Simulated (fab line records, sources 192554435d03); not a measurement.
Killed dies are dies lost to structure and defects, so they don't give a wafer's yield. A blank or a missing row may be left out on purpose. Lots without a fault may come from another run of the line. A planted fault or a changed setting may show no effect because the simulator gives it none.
Which tool did it? | flow n5_finfet | 8 lots, 21 wafers sampled, at 8 steps of a route of 1938

WHAT THE GAUGES READ, wafer by wafer
N5_BEOL_M4_OCD_MEAS_38. Usual: trench_depth_nm 56.1 nm, standard deviation 1.1.
lot  | measured     | on     | trench_depth_nm (nm) | flag
L342 | day 7 23:48  | ocd-02 | 58.2 54.4            |
L345 | day 9 06:45  | ocd-01 | 56.0 56.8 55.9       |
L346 | day 9 07:09  | ocd-02 | 56.4 58.7 55.7       |
L357 | day 12 08:11 | ocd-02 | 56.0 58.4 34.6       | OFF
L359 | day 12 12:30 | ocd-02 | 56.2 33.6 34.5       | OFF
L360 | day 13 08:16 | ocd-02 | 56.4 55.0            |
L362 | day 13 12:55 | ocd-01 | 57.8 56.0            |
L363 | day 13 16:13 | ocd-02 | 55.2 55.7 57.5       |

N5_BEOL_M4_THK_MEAS_53: measures by xrf. Usual: M4_THK 42.1 nm, standard deviation 1.6.
lot  | measured     | on            | M4_THK (nm)    | flag
L342 | day 8 03:55  | film_metro-02 | 45.0 40.7      |
L345 | day 9 10:25  | film_metro-02 | 43.4 42.3 42.9 |
L346 | day 9 12:08  | film_metro-02 | 41.7 43.3 42.4 |
L357 | day 12 12:25 | film_metro-02 | 42.1 44.7 20.1 | OFF
L359 | day 12 16:01 | film_metro-01 | 42.7 18.8 19.4 | OFF
L360 | day 13 11:46 | film_metro-01 | 42.0 40.0      |
L362 | day 13 17:11 | film_metro-02 | 43.1 42.8      |
L363 | day 13 21:11 | film_metro-02 | 39.4 40.8 43.3 |

N5_BEOL_M4_RS_MEAS_58: measures by four-point-probe. Usual: M4_RS 0.66 ohm/sq, standard deviation 0.032.
lot  | measured     | on            | M4_RS (ohm/sq) | flag
L342 | day 8 04:10  | film_metro-02 | 0.60 0.69      |
L345 | day 9 10:40  | film_metro-02 | 0.63 0.65 0.64 |
L346 | day 9 12:26  | film_metro-02 | 0.66 0.63 0.64 |
L357 | day 12 12:42 | film_metro-01 | 0.66 0.61 1.80 | OFF
L359 | day 12 16:19 | film_metro-01 | 0.64 1.94 1.86 | OFF
L360 | day 13 12:02 | film_metro-01 | 0.66 0.70      |
L362 | day 13 17:41 | film_metro-01 | 0.63 0.64      |
L363 | day 13 21:26 | film_metro-02 | 0.71 0.67 0.62 |

N5_BEOL_M4_RC_MEAS_101. Usual: DIBL_N 36.3 mV/V, standard deviation 1.6; DIBL_P 36.2 mV/V, standard deviation 2; IOFF_N 0.160 nA/um, standard deviation 0.028; IOFF_P 0.21 nA/um, standard deviation 0.036; ION_N 677 uA/um, standard deviation 11; ION_P 465 uA/um, standard deviation 6.9; SERP_M4 191 ohm/um, standard deviation 16; SERP_M4_max_site 203 ohm/um, standard deviation 18; SS_N 71.5 mV/dec, standard deviation 0.55; SS_P 73.3 mV/dec, standard deviation 0.64; VT_N 250 mV, standard deviation 3; VT_P -250 mV, standard deviation 3.5.
lot  | measured     | on        | DIBL_N (mV/V)  | DIBL_P (mV/V)  | IOFF_N (nA/um)    | IOFF_P (nA/um) | ION_N (uA/um) | ION_P (uA/um) | SERP_M4 (ohm/um) | SERP_M4_max_site (ohm/um) | SS_N (mV/dec)  | SS_P (mV/dec)  | VT_N (mV)   | VT_P (mV)      | flag
L342 | day 8 04:13  | prober-01 | 32.7 35.3      | 32.0 35.6      | 0.112 0.149       | 0.15 0.19      | 668 671       | 454 462       | 175 190          | 188 208                   | 70.4 71.5      | 72.0 72.9      | 253 249     | -257 -253      |
L345 | day 9 10:43  | prober-02 | 37.8 38.3 40.5 | 37.0 36.7 40.7 | 0.155 0.152 0.222 | 0.22 0.22 0.30 | 679 662 699   | 473 469 477   | 173 177 187      | 182 186 202               | 71.5 71.8 72.4 | 73.6 73.4 74.5 | 251 253 246 | -249 -248 -244 |
L346 | day 9 12:29  | prober-01 | 37.1 37.2 36.6 | 36.7 35.5 35.7 | 0.159 0.166 0.150 | 0.21 0.20 0.19 | 679 671 683   | 467 459 461   | 196 184 201      | 219 193 208               | 72.0 72.2 71.2 | 73.0 72.8 72.2 | 250 247 249 | -252 -250 -250 |
L357 | day 12 12:45 | prober-02 | 34.3 33.1      | 35.0 34.0      | 0.128 0.112       | 0.18 0.17      | 662 660       | 465 458       | 220 186          | 229 198                   | 71.2 71.3      | 72.5 72.6      | 253 255     | -251 -252      |
L359 | day 12 16:40 | prober-02 | 35.7 38.5 37.5 | 34.2 38.1 35.7 | 0.147 0.206 0.178 | 0.22 0.27 0.23 | 666 692 697   | 458 471 476   | 171 486 475      | 181 545 500               | 71.0 72.0 71.6 | 72.6 74.1 73.1 | 250 245 249 | -248 -246 -250 | OFF
L360 | day 13 12:14 | prober-01 | 33.4 32.2      | 31.5 30.3      | 0.118 0.107       | 0.16 0.15      | 669 668       | 455 461       | 191 208          | 198 228                   | 71.0 69.9      | 72.4 72.7      | 252 255     | -255 -254      |
L362 | day 13 18:03 | prober-01 | 36.7 35.5      | 35.4 34.4      | 0.172 0.151       | 0.21 0.20      | 682 684       | 463 465       | 189 194          | 195 205                   | 71.5 71.0      | 73.3 73.7      | 247 246     | -250 -248      |
L363 | day 13 21:29 | prober-02 | 36.5 35.6 36.0 | 36.4 35.2 35.8 | 0.155 0.144 0.139 | 0.19 0.16 0.17 | 671 678 670   | 453 456 452   | 202 171 177      | 213 185 190               | 72.0 71.4 71.6 | 73.5 73.4 73.5 | 250 251 249 | -254 -257 -253 |

WHICH TOOL RAN EACH LOT (tool, then ch and the chambers of the sampled wafers, then the start)
lot  | N5_BEOL_M4_DESCUM_33               | N5_BEOL_M4_TRENCH_ETCH_37          | N5_BEOL_M4_ETCH_41                            | N5_BEOL_M4_SURFACE_TREAT_85
L342 | rie_diel-02 ch 0,3, day 7 21:22    | rie_diel-06 ch 0,3, day 7 23:38    | rie_diel-06 ch 0,3, day 7 23:48 or earlier    | pvd_sputter-01, day 8 01:07
L345 | rie_diel-06 ch 1,2, day 9 04:37    | rie_diel-02 ch 0,3, day 9 06:36    | rie_diel-02 ch 0,3, day 9 06:45 or earlier    | pvd_sputter-03, day 9 07:30
L346 | rie_diel-03 ch 0,3, day 9 05:52    | rie_diel-06 ch 1,3, day 9 07:00    | rie_diel-06 ch 1,3, day 9 07:09 or earlier    | pvd_sputter-02, day 9 07:40
L357 | rie_diel-06 ch 1,2,3, day 12 02:37 | rie_diel-06 ch 0,1,3, day 12 08:02 | rie_diel-06 ch 0,1,3, day 12 08:11 or earlier | pvd_sputter-02, day 12 09:23
L359 | rie_diel-02 ch 0,1,2, day 12 09:36 | rie_diel-06 ch 1,2, day 12 12:21   | rie_diel-06 ch 1,2, day 12 12:30 or earlier   | pvd_sputter-03, day 12 13:09
L360 | rie_diel-06 ch 2,3, day 13 01:43   | rie_diel-02 ch 0,3, day 13 08:07   | rie_diel-02 ch 0,3, day 13 08:16 or earlier   | pvd_sputter-02, day 13 08:56
L362 | rie_diel-03 ch 1,2, day 13 06:48   | rie_diel-02 ch 1,2, day 13 12:46   | rie_diel-02 ch 1,2, day 13 12:55 or earlier   | pvd_sputter-02, day 13 13:32
L363 | rie_diel-02 ch 0,1,2, day 13 14:35 | rie_diel-02 ch 0,2,3, day 13 16:04 | rie_diel-02 ch 0,2,3, day 13 16:13 or earlier | pvd_sputter-03, day 13 16:58
- N5_BEOL_M4_DESCUM_33: chemistry O2, time 7 s.
- N5_BEOL_M4_TRENCH_ETCH_37: etches SiOC in C4F6/O2, target depth 55.555 nm, time 29.2 s.
- N5_BEOL_M4_ETCH_41: etches SiCN in CH3F/O2, target depth 29.9 nm, time 52.5 s.
- N5_BEOL_M4_SURFACE_TREAT_85

WHAT THE TOOLS THEMSELVES READ (means of the sampled wafers that have a number; where no wafer has one, the mark that the record gives instead)
N5_BEOL_M4_DESCUM_33. Usual: drypump_motor_current_A 5.7 A, standard deviation 0.45; oes_product_au 0.83 a.u., standard deviation 0.07; rf_fwd_power_W 49.45 W, standard deviation 0.22; rf_vpp_V 243.7 V, standard deviation 1.4; showerhead_plenum_p_Torr 2.13 Torr, standard deviation 0.071; throttle_valve_pct 20.32 %, standard deviation 0.25.
lot  | tool        | drypump_motor_current_A (A) | oes_product_au (a.u.) | rf_fwd_power_W (W) | rf_vpp_V (V) | showerhead_plenum_p_Torr (Torr) | throttle_valve_pct (%) | flag
L342 | rie_diel-02 | 5.7                         | 0.90                  | 49.40              | 242.5        | 2.08                            | 20.34                  |
L345 | rie_diel-06 | 5.5                         | 0.83                  | 49.42              | 243.1        | 2.10                            | 20.14                  |
L346 | rie_diel-03 | 5.8                         | 0.83                  | 49.43              | 242.7        | 2.12                            | 20.44                  |
L357 | rie_diel-06 | 5.7                         | 0.79                  | 49.65              | 243.2        | 2.11                            | 20.21                  |
L359 | rie_diel-02 | 5.9                         | 0.92                  | 49.46              | 242.5        | 2.07                            | 20.25                  |
L360 | rie_diel-06 | 5.4                         | 0.82                  | 49.26              | 244.9        | 2.15                            | 20.07                  |
L362 | rie_diel-03 | 5.6                         | 0.85                  | 49.57              | 245.1        | 2.22                            | 20.53                  |
L363 | rie_diel-02 | 5.9                         | 0.91                  | 49.35              | 242.9        | 2.06                            | 20.26                  |

N5_BEOL_M4_TRENCH_ETCH_37. Usual: drypump_motor_current_A 5.7 A, standard deviation 0.44; oes_product_au 0.83 a.u., standard deviation 0.056; rf_fwd_power_W 350.4 W, standard deviation 1.8; rf_vpp_V 666 V, standard deviation 15; showerhead_plenum_p_Torr 2.89 Torr, standard deviation 0.081; throttle_valve_pct 20.76 %, standard deviation 0.28.
lot  | tool        | drypump_motor_current_A (A) | oes_product_au (a.u.) | rf_fwd_power_W (W) | rf_vpp_V (V) | showerhead_plenum_p_Torr (Torr) | throttle_valve_pct (%) | flag
L342 | rie_diel-06 | 6.0                         | 0.85                  | 352.1              | 674          | 3.00                            | 20.48                  |
L345 | rie_diel-02 | 5.4                         | 0.84                  | 349.6              | 659          | 2.85                            | 20.74                  |
L346 | rie_diel-06 | 6.0                         | 0.80                  | 351.2              | 665          | 2.83                            | 20.77                  |
L357 | rie_diel-06 | 6.0                         | 0.73                  | 351.7              | 670          | 2.90                            | 20.62                  |
L359 | rie_diel-06 | 5.4                         | 0.68                  | 351.8              | 665          | 2.84                            | 20.57                  |
L360 | rie_diel-02 | 5.7                         | 0.80                  | 349.8              | 658          | 2.83                            | 20.90                  |
L362 | rie_diel-02 | 5.7                         | 0.92                  | 350.6              | 674          | 2.84                            | 20.56                  |
L363 | rie_diel-02 | 5.7                         | 0.85                  | 349.0              | 662          | 2.81                            | 20.81                  |

N5_BEOL_M4_ETCH_41. Usual: drypump_motor_current_A 5.7 A, standard deviation 0.44; oes_product_au 0.84 a.u., standard deviation 0.056; rf_fwd_power_W 391.3 W, standard deviation 1.6; rf_vpp_V 298.0 V, standard deviation 1.6; showerhead_plenum_p_Torr 2.03 Torr, standard deviation 0.061; throttle_valve_pct 16.21 %, standard deviation 0.25.
lot  | tool        | drypump_motor_current_A (A) | oes_product_au (a.u.) | rf_fwd_power_W (W) | rf_vpp_V (V) | showerhead_plenum_p_Torr (Torr) | throttle_valve_pct (%) | flag
L342 | rie_diel-06 | 5.9                         | 0.86                  | 391.7              | 299.6        | 2.11                            | 15.96                  |
L345 | rie_diel-02 | 5.4                         | 0.84                  | 389.9              | 297.3        | 2.01                            | 16.17                  |
L346 | rie_diel-06 | 6.0                         | 0.80                  | 392.0              | 297.6        | 1.99                            | 16.23                  |
L357 | rie_diel-06 | 6.0                         | 0.80                  | 394.2              | 298.4        | 2.04                            | 16.12                  |
L359 | rie_diel-06 | 5.4                         | 0.81                  | 392.0              | 297.6        | 1.99                            | 16.06                  |
L360 | rie_diel-02 | 5.7                         | 0.81                  | 389.2              | 297.5        | 1.98                            | 16.33                  |
L362 | rie_diel-02 | 5.7                         | 0.92                  | 390.6              | 297.8        | 2.00                            | 15.97                  |
L363 | rie_diel-02 | 5.7                         | 0.85                  | 390.8              | 297.2        | 1.97                            | 16.23                  |

THE ANSWER, worked out from the rows above alone
Rule: a lot is off if the mean of its wafers that have a number lies more than 3 standard deviations from the usual mean. A lot without any number at a reading at which 4 lots or more have one is off too. The other lots that the step has rows for count as sound. The gauges are gone through in route order, then the tools' own readings, and for those a lot's mean is taken as printed above. The first step at which some lot is off is used, and at that step the reading that is off furthest; a lot without a number counts as furthest.
Off: L357, L359, at N5_BEOL_M4_OCD_MEAS_38 (trench_depth_nm).
A tool fits if, at a process step before that reading, it ran every lot that is off, and no sound lot after the first of them. The gauges at N5_BEOL_M4_OCD_MEAS_38 aren't tried: what is off there is off at N5_BEOL_M4_THK_MEAS_53 too, on other tools, and a gauge's error can't cause that. N5_BEOL_M4_ETCH_41 gives no start for some lots, so the hours and the order of its lots are those of N5_BEOL_M4_OCD_MEAS_38. One fits: rie_diel-06 at N5_BEOL_M4_TRENCH_ETCH_37 and N5_BEOL_M4_ETCH_41. At N5_BEOL_M4_TRENCH_ETCH_37 its last sound lot is L346 (day 9 07:00), its first lot that is off L357 (day 12 08:02): a fault that began between those two fits.

WHAT THE SIMULATOR HAD PUT IN
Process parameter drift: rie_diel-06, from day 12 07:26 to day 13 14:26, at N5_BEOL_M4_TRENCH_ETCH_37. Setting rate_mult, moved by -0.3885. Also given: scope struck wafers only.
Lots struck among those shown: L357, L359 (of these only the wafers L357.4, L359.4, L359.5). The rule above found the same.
